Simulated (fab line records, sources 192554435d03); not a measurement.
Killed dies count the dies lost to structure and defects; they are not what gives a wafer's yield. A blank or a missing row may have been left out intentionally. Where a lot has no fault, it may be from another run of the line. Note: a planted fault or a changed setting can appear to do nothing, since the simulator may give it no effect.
fab line records	flow n5Finfet
[record] lots = 10	wafers = 27	lastDay = 18
route steps=1938 shown BEOL_M0_SAQP@673 BEOL_M0_CUTY@708 BEOL_M4@1111 PASSIVATION@1936
lots that met no fault: from a run of the same line without faults
startH: start of the lot's first displayed wafer, in hours after the record's first day	waitH: hours since the lot's step before	" same as the row above	L1.1+2: one row covering several wafers at once	- value missing, or start not given	* or withheld: withheld	< > ~ a bound
route shown NAME@n: NAME is a module with steps in the file, n the number in the route of the first one	usual: the fault-free wafers' mean and standard deviation	same: alike in all rows	chamber/n: place in a boat	sites: readings site by site	_std_site: standard deviation of those values	_edge_site: outer sites' mean less inner sites'	radiusMm: how far each site lies from the wafer's centre	mask NAME#n: copy n	behind: the tool/chamber that last shaped the wafer	hold: cause of the lot's hold/its duration in hours/its outcome	device: the transistor (n, p or np) that didn't switch	end of line: tests run on the same wafers once the route is complete	a step with no rows: only its recipe	killed: count of dies lost to structure and defects at first sort (not the wafer's yield)	map: a wafer's dies, x killed, . not, _ none there
set.NAME: the run value of the setting; set.NAME@STEP: its run value at that earlier step	model.NAME: the simulator's own value behind a step, which no gauge read
a sample of lots followed through the steps of the route, with each step as a table and each wafer as a row
services: when a tool's chamber went out of use (startH, in hours from the record's first day, below 0 if earlier), for how many hours, and the reason
[[steps]]
[step N5_BEOL_M0_SAQP_ETCH_107]
[recipe] chemistry = CH3F/O2	target = SiNx	targetDepthA = 300	maskMaterial = SOC	pressureMtorr = 30	sourceW = 395	biasW = 73	Ar_flow_sccm = 150	CH3F_flow_sccm = 30	O2_flow_sccm = 20	ionEnergyEv = 120
[usual] drypumpMotorCurrentA = 5.8/0.39	oesProductAu = 0.77/0.089	rfVppV = 299/5.1	showerheadPlenumPTorr = 2.03/0.062	throttleValvePct = 16.45/0.2
lot.wafer	tool	chamber	startH	waitH	drypumpMotorCurrentA	oesProductAu	rfHoursCounterH	rfVppV	showerheadPlenumPTorr	throttleValvePct
L744.1	rieDiel-05	3	114.07	0.0	5.7	0.70	217	302	2.05	16.57
L744.3	"	2	"	"	5.0	0.76	153	298	1.93	16.29
L744.5	"	0	"	"	6.1	0.71	-	299	2.07	16.50
L745.1	rieDiel-02	3	120.71	0.0	6.3	0.95	9	292	2.12	16.14
L745.4	"	1	"	"	5.7	0.66	246	302	2.06	16.54
L745.6	"	0	"	"	5.5	0.76	-	300	2.08	16.71
L746.2	rieDiel-01	2	125.71	0.0	5.9	0.69	239	295	1.88	16.57
L746.3	"	3	"	"	5.9	0.89	39	301	2.04	16.34
L748.1	rieDiel-01	1	137.49	0.0	5.8	0.70	236	287	2.07	16.82
L748.3	"	0	"	"	6.3	0.89	37	306	2.04	16.52
L748.6	"	0	"	"	6.3	0.88	-	305	2.04	16.52
L750.1	rieDiel-02	3	146.51	0.0	6.2	0.94	15	292	2.12	16.14
L750.3	"	2	"	"	6.1	0.69	204	299	1.98	16.27
L750.4	"	2	"	"	6.1	0.69	-	299	1.98	16.26
L752.1	rieDiel-05	3	160.89	0.0	5.8	0.69	228	301	2.05	16.58
L752.3	"	0	"	"	6.1	0.69	208	298	2.07	16.52
L752.6	"	0	"	"	6.1	0.69	-	299	2.07	16.51
L753.1	rieDiel-05	0	165.09	0.0	6.1	0.69	210	298	2.07	16.52
L753.2	"	1	"	"	6.0	0.77	129	305	2.00	16.34
L753.3	"	2	"	"	5.0	0.75	167	298	1.93	16.31
L758.3	rieDiel-05	1	203.61	0.0	6.0	0.75	140	307	1.99	16.36
L758.6	"	2	"	"	5.0	0.73	-	298	1.92	16.33
L763.3	rieDiel-02	1	225.08	0.0	5.7	0.91	18	299	2.06	16.18
L763.6	"	1	"	"	5.7	0.91	-	301	2.06	16.15
L764.3	rieDiel-02	1	234.37	0.0	5.7	0.90	21	300	2.06	16.16
L764.5	"	3	"	"	6.2	0.89	-	292	2.11	16.19
L764.6	"	0	"	"	5.5	0.73	-	300	2.06	16.78
[step N5_BEOL_M0_SAQP_STRIP_108]
[recipe] chemistry = N2/H2	powerW = 500	tempC = 40	pressureMtorr = 50	rfFrequencyHz = 6e+07	overashFraction = 0.3	biasPowerW = 28	h2Frac = 0.5	n2FlowSccm = 300	h2FlowSccm = 300
[usual] drypumpMotorCurrentA = 5.8/0.39	oesProductAu = 0.77/0.089	rfVppV = 122.1/1	showerheadPlenumPTorr = 3.40/0.11	throttleValvePct = 18.94/0.25
[same] overashFraction = 0.3
lot.wafer	tool	chamber	startH	waitH	drypumpMotorCurrentA	oesProductAu	rfHoursCounterH	rfVppV	showerheadPlenumPTorr	throttleValvePct
L744.1	rieDiel-05	3	114.11	0.0	5.8	0.70	217	123.5	3.44	18.94
L744.3	"	2	"	"	5.0	0.77	153	120.5	3.21	18.62
L744.5	"	0	"	"	6.1	0.70	-	122.8	3.46	19.31
L745.1	rieDiel-02	3	120.75	0.0	6.3	0.95	9	124.7	3.57	19.01
L745.4	"	1	"	"	5.7	0.67	246	123.4	3.44	18.99
L745.6	"	0	"	"	5.5	0.77	-	122.8	3.49	19.09
L746.2	rieDiel-01	2	125.75	0.0	5.9	0.71	239	121.2	3.16	18.78
L746.3	"	3	"	"	5.8	0.89	39	122.6	3.40	18.63
L748.1	rieDiel-01	1	137.53	0.0	5.8	0.70	236	120.7	3.47	19.39
L748.3	"	0	"	"	6.3	0.88	37	121.0	3.44	19.08
L748.6	"	0	"	"	6.3	0.88	-	122.8	3.44	19.07
L750.1	rieDiel-02	3	146.55	0.0	6.3	0.94	15	122.7	3.57	19.03
L750.3	"	2	"	"	6.2	0.69	204	120.4	3.34	18.85
L750.4	"	2	"	"	6.2	0.69	-	121.1	3.34	18.87
L752.1	rieDiel-05	3	160.93	0.0	5.8	0.69	228	121.8	3.43	18.95
L752.3	"	0	"	"	6.1	0.69	208	122.8	3.46	19.33
L752.6	"	0	"	"	6.1	0.69	-	120.4	3.46	19.31
L753.1	rieDiel-05	0	165.13	0.0	6.1	0.69	210	121.2	3.46	19.33
L753.2	"	1	"	"	6.1	0.76	129	122.0	3.35	18.63
L753.3	"	2	"	"	5.1	0.75	167	122.5	3.20	18.64
L758.3	rieDiel-05	1	203.65	0.0	6.1	0.74	140	121.2	3.35	18.66
L758.6	"	2	"	"	5.0	0.73	-	120.1	3.19	18.65
L763.3	rieDiel-02	1	225.12	0.0	5.7	0.91	18	122.5	3.42	18.66
L763.6	"	1	"	"	5.7	0.92	-	121.1	3.42	18.67
L764.3	rieDiel-02	1	234.41	0.0	5.7	0.91	21	122.9	3.42	18.64
L764.5	"	3	"	"	6.3	0.89	-	121.5	3.55	19.06
L764.6	"	0	"	"	5.5	0.74	-	122.6	3.47	19.15
[step N5_BEOL_M0_SAQP_ALD_48]
[recipe] material = SiO2	targetThkA = 200	tempC = 100	aldPrecursorFamily = BDEAS	aldCoReactant = O2-plasma	pulseTimeS = 1	coReactantPulseTimeS = 1	purgeTimeS = 2	coReactantPurgeTimeS = 2	aldCycles = 139	pressureTorr = 2
[usual] aldCycles = 139/0	heaterPowerW = 79/8.4	precursorPulseHeightRel = 1.002/0.02
lot.wafer	tool	chamber	startH	waitH	aldCycles	heaterPowerW	precursorPulseHeightRel
L744.1	aldSin-02	0	116.03	0.0	139	83	1.011
L744.3	"	3	"	"	139	84	0.981
L744.5	"	0	"	"	139	82	1.015
L745.1	aldSin-04	3	123.11	0.0	139	75	1.022
L745.4	"	1	"	"	139	78	1.007
L745.6	"	3	"	"	139	75	0.964
L746.2	aldSin-02	0	127.73	0.1	139	79	0.967
L746.3	"	1	"	"	139	93	1.002
L748.1	aldSin-03	1	139.82	0.0	139	77	0.980
L748.3	"	0	"	"	139	81	1.008
L748.6	"	3	"	"	139	60	1.002
L750.1	aldSin-03	1	148.35	0.0	139	75	0.992
L750.3	"	0	"	"	139	78	0.999
L750.4	"	3	"	"	139	59	1.000
L752.1	aldSin-02	1	162.92	0.0	139	93	1.010
L752.3	"	2	"	"	139	81	1.008
L752.6	"	0	"	"	139	79	1.007
L753.1	aldSin-04	3	166.92	0.0	139	72	1.034
L753.2	"	2	"	"	139	91	0.974
L753.3	"	0	"	"	139	79	0.976
L758.3	aldSin-04	0	205.53	0.1	139	77	1.029
L758.6	"	0	"	"	97	79	1.034
L763.3	aldSin-04	3	226.91	0.0	139	71	1.004
L763.6	"	2	"	"	97	88	0.988
L764.3	aldSin-03	1	236.22	0.0	139	76	1.000
L764.5	"	2	"	"	139	89	0.985
L764.6	"	1	"	"	139	79	0.997
[step N5_BEOL_M0_CUTY_CD_MEAS_57]
[recipe] targetCdNm = 200	landingEnergyEv = 500	detector = seInlens	polarity = line
[usual] cdNm = 200.2/1
lot.wafer	tool	chamber	startH	waitH	cdNm
L744.1	cdSem-03	0	117.05	-	200.6
L744.3	"	0	"	"	198.7
L744.5	"	0	"	"	200.7
L745.1	cdSem-03	0	124.00	-	200.2
L745.4	"	0	"	"	198.9
L745.6	"	0	"	"	198.3
L746.2	cdSem-02	0	128.75	-	201.2
L746.3	"	0	"	"	200.2
L748.1	cdSem-02	0	140.72	-	200.7
L748.3	"	0	"	"	200.3
L748.6	"	0	"	"	201.2
L750.1	cdSem-01	0	149.25	-	201.9
L750.3	"	0	"	"	200.8
L750.4	"	0	"	"	200.7
L752.1	cdSem-01	0	163.81	-	200.4
L752.3	"	0	"	"	200.3
L752.6	"	0	"	"	199.3
L753.1	cdSem-01	0	167.94	-	200.9
L753.2	"	0	"	"	201.2
L753.3	"	0	"	"	199.8
L758.3	cdSem-01	0	206.55	-	201.3
L758.6	"	0	"	"	199.4
L763.3	cdSem-03	0	227.81	-	200.6
L763.6	"	0	"	"	201.5
L764.3	cdSem-02	0	237.24	-	202.0
L764.5	"	0	"	"	201.6
L764.6	"	0	"	"	201.6
[step N5_BEOL_M4_RC_MEAS_101]
[usual] DIBL_N = 36.0/2.2	DIBL_P = 36.2/2.4	IOFF_N = 0.16/0.035	IOFF_P = 0.21/0.037	ION_N = 672/13	ION_P = 461/7	SS_N = 71.4/0.69	SS_P = 73.2/0.75	VT_N = 250/3.4	VT_P = -251/3
lot.wafer	tool	chamber	startH	waitH	DIBL_N[mV/V]	DIBL_P[mV/V]	IOFF_N[nA/um]	IOFF_P[nA/um]	ION_N[uA/um]	ION_P[uA/um]	SS_N[mV/dec]	SS_P[mV/dec]	VT_N[mV]	VT_P[mV]
L746.2	prober-01	0	202.54	0.2	38.5	37.1	0.18	0.22	671	458	72.7	73.8	247	-250
L746.3	"	0	"	"	39.2	37.9	0.21	0.24	679	458	71.8	73.9	248	-246
L744.1	prober-01	0	205.02	0.0	33.9	34.2	0.12	0.17	659	451	71.3	73.7	252	-257
L744.3	"	0	"	"	35.4	35.7	0.16	0.19	677	457	71.1	73.4	250	-253
L744.5	"	0	"	"	35.7	36.5	0.17	0.21	694	467	70.8	73.6	246	-252
L745.1	prober-02	0	207.70	0.0	33.4	33.8	0.13	0.17	678	460	70.8	72.1	252	-251
L745.4	"	0	"	"	30.8	32.2	0.10	0.16	659	462	70.2	72.1	257	-254
L745.6	"	0	"	"	33.7	34.7	0.14	0.19	679	465	70.8	72.4	249	-253
L748.1	prober-02	0	232.31	0.0	34.8	35.5	0.14	0.20	672	463	70.9	73.6	252	-252
L748.3	"	0	"	"	34.9	35.1	0.14	0.20	666	462	70.7	72.9	251	-248
L748.6	"	0	"	"	33.5	34.3	0.12	0.18	661	457	70.3	72.7	254	-251
L750.1	prober-01	0	235.09	0.0	35.2	34.8	0.14	0.18	665	455	71.1	72.2	253	-255
L750.3	"	0	"	"	32.3	32.9	0.11	0.16	655	454	70.3	71.8	254	-252
L750.4	"	0	"	"	35.6	36.0	0.14	0.19	667	461	71.0	72.8	251	-254
L752.1	prober-01	0	240.70	0.0	38.1	37.4	0.20	0.21	667	455	72.1	73.1	250	-252
L752.3	"	0	"	"	38.7	40.3	0.22	0.26	690	466	71.9	74.4	244	-246
L752.6	"	0	"	"	37.8	39.1	0.19	0.23	677	459	71.7	73.5	248	-252
L753.1	prober-02	0	261.06	0.0	40.6	41.8	0.22	0.27	697	467	72.3	74.2	246	-247
L753.2	"	0	"	"	37.0	38.9	0.14	0.20	661	457	71.7	73.3	254	-249
L753.3	"	0	"	"	39.7	41.3	0.20	0.24	671	457	72.9	74.5	247	-249
L758.3	prober-02	0	302.42	0.3	35.7	36.3	0.16	0.20	673	466	71.7	73.6	251	-253
L758.6	"	0	"	"	34.8	36.3	0.15	0.20	669	458	71.0	73.3	250	-253
L764.3	prober-01	0	316.21	0.3	36.3	35.8	0.16	0.18	681	460	71.5	72.7	248	-254
L764.5	"	0	"	"	36.5	36.5	0.16	0.19	684	460	71.9	73.1	253	-252
L764.6	"	0	"	"	39.1	39.1	0.21	0.23	696	462	71.9	73.3	245	-251
L763.3	prober-02	0	322.35	0.3	33.6	33.7	0.11	0.16	645	447	70.1	71.8	254	-254
L763.6	"	0	"	"	34.2	34.5	0.13	0.16	658	449	70.9	72.6	253	-252
[step N5_PASSIVATION_PROBE_49]
[usual] defectLimitedYield = 91.2/1.4	killed_at_M0_to_M3 = 34/9.4	killed_at_M4_up = 14/5.6	killedAtContacts = 13/7.8	killedAtFrontEnd = 37/10	killedAtOther = 4/3.3	killedDies = 103/17	killedOpen = 68/13	killedShort = 33/8.2	sort_bin_5_function = 5.1/0.92	sort_bin_6_memory = 3.3/0.71	sort_bin_8_speed = 0.01/0.043	sortNPass = 1077/17	sortYieldPct = 91.2/1.4
[same] grossDies = 1180	killedAtBackSide = 0	sort_bin_4_leakage[%] = 0
lot.wafer	tool	chamber	startH	waitH	defectLimitedYield[%]	killed_at_M0_to_M3	killed_at_M4_up	killedAtContacts	killedAtFrontEnd	killedAtOther	killedDies	killedOpen	killedShort	sort_bin_5_function[%]	sort_bin_6_memory[%]	sort_bin_8_speed[%]	sortNPass	sortYieldPct[%]
L763.6	prober-02	-	435.05	0.3	93.1	25	10	14	30	3	82	53	20	4.2	1.7	0	1098	93.1
// killed by level:class
L763.6 MOL_CONTACT_COAG:geometricParticle:open=12 BEOL_M3:geometricParticle:open=9 HKMG_FIN:areaEtch=9 BEOL_M1:geometricParticle:open=8 BEOL_M4:geometricParticle:open=8 FIN_SAQP:geometricParticle:short=4 BEOL_M1:geometricParticle:short=4 STARTING-WAFER:geometricParticle:short=4
[[services]]
tool	chamber	startH	hours	kind
aldSin-03	-	108.58	0.9	repair
rieDiel-05	1	109.28	4.8	repair
aldSin-03	-	119.99	2.8	pm
aldSin-03	1	130.03	1.8	repair
rieDiel-02	1	138.98	-	clean
rieDiel-02	1	138.98	-	consumableReplace:focusRing
rieDiel-02	1	138.98	11.9	scheduledDown
rieDiel-02	1	138.98	11.9	ventCycle
rieDiel-05	1	140.73	9.1	repair
rieDiel-01	3	144.44	4.0	repair
rieDiel-01	2	168.39	-	clean
rieDiel-01	2	168.39	-	consumableReplace:focusRing
rieDiel-01	2	168.39	-	consumableReplace:showerhead
rieDiel-01	2	168.39	21.4	scheduledDown
rieDiel-01	2	168.39	21.4	ventCycle
aldSin-04	-	176.75	14.0	pm
aldSin-04	0	176.75	14.0	ventCycle
rieDiel-02	2	177.07	8.7	repair
aldSin-04	1	194.15	6.7	repair
aldSin-03	-	194.21	6.0	pm
rieDiel-02	1	203.82	16.6	repair
rieDiel-01	3	205.00	4.9	repair
aldSin-03	2	223.34	3.2	repair
rieDiel-05	0	227.75	9.5	repair
[[key]]
[firstSign] step = N5_BEOL_M0_SAQP_ALD_48	reading = aldCycles	direction = down	sigmas = 99+	usual = *	struck = *
effect none on later readings
metAt N5_BEOL_M0_SAQP_ALD_48
struckLots L758,L763
struckWafers L758.6,L763.6
notActingAt N5_BEOL_M0_SAQP_ETCH_107,N5_BEOL_M0_SAQP_STRIP_108,N5_BEOL_M0_CUTY_CD_MEAS_57
onsetBetween 166.92 205.53
[fault] kind = processParameterDrift	tool = aldSin-04	chamber = -	onsetH = 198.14	steps = N5_BEOL_M0_SAQP_ALD_48	channel = aldCycles	offset = *	shape = step	endH = 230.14	scope = struckWafersOnly	actsIn = *	stated = *
